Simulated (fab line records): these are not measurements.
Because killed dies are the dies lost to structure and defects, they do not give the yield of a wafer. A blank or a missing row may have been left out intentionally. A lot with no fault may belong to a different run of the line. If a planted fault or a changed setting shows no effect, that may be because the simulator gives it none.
Chamber matching | flow n5 finfet | N5_BEOL_M12_DEP_53 on pecvd-04: 3 sister chambers
The step deposits SiCN from 3MS/NH3, target thk 30 nm, time 10.5 s. 3 wafers are shown with their chamber, then 8 later ones without.

== EACH WAFER AND ITS CHAMBER ==
wafer  | chamber | throttle valve pct (%)
L179.6 | 1       | 18.1
L181.4 | 0       | 18.3
L186.2 | 2       | 16.4

== WAFERS WITHOUT THEIR CHAMBER ==
wafer  | throttle valve pct (%)
L186.4 | 18.1
L186.5 | 16.5
L190.2 | 18.2
L190.3 | 18.3
L190.5 | 17.8
L189.1 | 17.9
L189.2 | 18.4
L189.5 | 18.3

== CHAMBER TAKEN BY EACH ==
wafer  | from the rows above     | in truth
L186.4 | can't be placed: 1 or 0 | 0
L186.5 | 2                       | 2
L190.2 | can't be placed: 1 or 0 | 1
L190.3 | can't be placed: 0 or 1 | 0
L190.5 | can't be placed: 1 or 0 | 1
L189.1 | can't be placed: 1 or 0 | 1
L189.2 | can't be placed: 0 or 1 | 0
L189.5 | can't be placed: 0 or 1 | 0
Correct placement for 1 of the 8. Can't be placed from these rows: 7 (the true chamber is among the candidates in 7). 0 placed wrongly.
How it was worked out, from the rows above alone: a wafer's distance from a chamber is the root of the sum, over the readings, of the square of ((its reading less the chamber's mean) divided by the reading's scatter). If the next closest chamber is less than 2 further off than the closest, the wafer can't be placed; otherwise it belongs to the closest. A chamber's mean is the mean of its shown wafers. The scatter: root of mean squared gap, hidden wafer to nearest shown wafer, with one shown wafer a chamber.
